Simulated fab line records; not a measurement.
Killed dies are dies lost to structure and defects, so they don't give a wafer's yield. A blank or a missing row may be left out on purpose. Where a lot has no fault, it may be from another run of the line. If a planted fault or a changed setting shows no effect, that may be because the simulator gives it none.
Split-lot study -- flow n5Finfet -- on a route of 1938 steps: 7 lots, 39 wafers read

## ABOUT THE SPLIT
At N5_FIN_CUT_ETCH_21 (etches SOC in N2/H2, target depth 219 nm, overetch 43.8 nm, time 523.5 s), the setting timeS was moved away from the recipe's 523.5 s on 18 of the 39 wafers read, by -17.2% to +7.9%. This setting was run at the recipe's value on the other wafers.

The split's own step is where the reading is taken.

## THE READING
SiARC_of_FIN_CUT_COAT_19.thkNm (the simulator's own value, which no gauge read), in nm, at N5_FIN_CUT_ETCH_21 (etches SOC in N2/H2, target depth 219 nm, overetch 43.8 nm, time 523.5 s). No usual value for it is given in the file. Here, 21 wafers ran the recipe; their average is 11.9 nm with a standard deviation of 0.23 nm.

wafer,"tool, chamber at the split","timeS as run, s",against the recipe,"SiARC_of_FIN_CUT_COAT_19.thkNm, nm",against lot-mates on the recipe
L075.1,"rieDiel-01, 1",433.3,-17.2%,13.4,+1.7
L075.2,"rieDiel-01, 3",433.3,-17.2%,13.2,+1.5
L075.3,"rieDiel-01, 0",523.5,recipe,11.6,-
L075.4,"rieDiel-01, 2",523.5,recipe,11.8,-
L075.5,"rieDiel-01, 3",523.5,recipe,11.8,-
L075.6,"rieDiel-01, 2",433.3,-17.2%,13.2,+1.5
L076.1,"rieDiel-01, 2",523.5,recipe,11.8,-
L076.2,"rieDiel-01, 1",556.9,+6.4%,11.2,-0.5
L076.3,"rieDiel-01, 3",556.9,+6.4%,11.2,-0.5
L076.4,"rieDiel-01, 0",523.5,recipe,11.6,-
L076.5,"rieDiel-01, 1",556.9,+6.4%,11.2,-0.5
L076.6,"rieDiel-01, 0",523.5,recipe,11.6,-
L082.1,"rieDiel-02, 1,2",564.8,+7.9%,11.4,-0.8
L082.4,"rieDiel-02, 1,2",564.8,+7.9%,11.4,-0.8
L082.2,"rieDiel-02, 2",523.5,recipe,12.2,-
L082.3,"rieDiel-02, 0",564.8,+7.9%,11.6,-0.6
L082.5,"rieDiel-02, 0,1",523.5,recipe,12.2,-
L082.6,"rieDiel-02, 0,1",523.5,recipe,12.2,-
L084.1,"rieDiel-05, 0",459.8,-12.2%,13.2,+1.4
L084.2,"rieDiel-05, 3",523.5,recipe,11.8,-
L084.3,"rieDiel-05, 1",459.8,-12.2%,12.8,+1.0
L084.4,"rieDiel-05, 2",523.5,recipe,11.8,-
L084.5,"rieDiel-05, 1",523.5,recipe,11.8,-
L084.6,"rieDiel-05, 0",459.8,-12.2%,13,+1.2
L085.1,"rieDiel-05, 2",523.5,recipe,11.6,-
L085.2,"rieDiel-05, 0",523.5,recipe,12.2,-
L085.3,"rieDiel-05, 1",437.4,-16.4%,13,+1.0
L085.4,"rieDiel-05, 2",437.4,-16.4%,13,+1.0
L085.5,"rieDiel-05, 1",437.4,-16.4%,13,+1.0
L085.6,"rieDiel-05, 0",523.5,recipe,12.2,-
L091.1,"rieDiel-01, 3",523.5,recipe,11.8,-
L091.2,"rieDiel-01, 2",523.5,recipe,12,-
L091.4,"rieDiel-01, 1",523.5,recipe,12,-
L093.1,"rieDiel-02, 0",523.5,recipe,12.2,-
L093.2,"rieDiel-02, 3",523.5,recipe,11.6,-
L093.3,"rieDiel-02, 2",465.4,-11.1%,13,+1.2
L093.4,"rieDiel-02, 0",465.4,-11.1%,13,+1.2
L093.5,"rieDiel-02, 2",465.4,-11.1%,13,+1.2
L093.6,"rieDiel-02, 3",523.5,recipe,11.6,-
Where a row lists several chambers, the file gives one row for several wafers and doesn't say which wafer went through which chamber.

THE FIT
A straight line over all 39 wafers: SiARC_of_FIN_CUT_COAT_19.thkNm changes by -0.0799 nm for each +1% of timeS; r = -0.94; the points scatter about the line by 0.22 nm.
The same after taking each lot's own level away (the mean of its wafers on the recipe; 39 wafers): -0.084 nm for each +1%; r = -0.96; scatter 0.2 nm.
That fit puts the effect of the largest move of timeS on the reading at 1.4 nm.
Across the lots, their own levels run from 11.67 to 12.20 nm, a range of 2.3 times the standard deviation given above.
The two slopes are in agreement: the lot-to-lot level therefore moves the slope only a little.
Check: with one of the wafers moved furthest among these (-17.2%) left out of the fit, the line predicts +1.43 nm for it against its lot-mates. It came out at +1.67 nm against them.

## THE WHOLE CHAIN: every reading that the file lists as answering this split, in the file's order
step,what it does,reading,change (the file's fit),r (the file's)
N5_FIN_CUT_ETCH_21,"etches SOC in N2/H2, target depth 219 nm, overetch 43.8 nm, time 523.5 s","etch.depthNm (the simulator's own value, which no gauge read)",+0.407 nm for each +1% of the setting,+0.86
N5_FIN_CUT_ETCH_21,"etches SOC in N2/H2, target depth 219 nm, overetch 43.8 nm, time 523.5 s","SiARC_of_FIN_CUT_COAT_19.thkNm (the simulator's own value, which no gauge read)",-0.0845 nm for each +1% of the setting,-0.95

## FILE'S OWN FIT
SiARC_of_FIN_CUT_COAT_19.thkNm changes by -0.0845 nm for each +1% of timeS, r = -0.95.
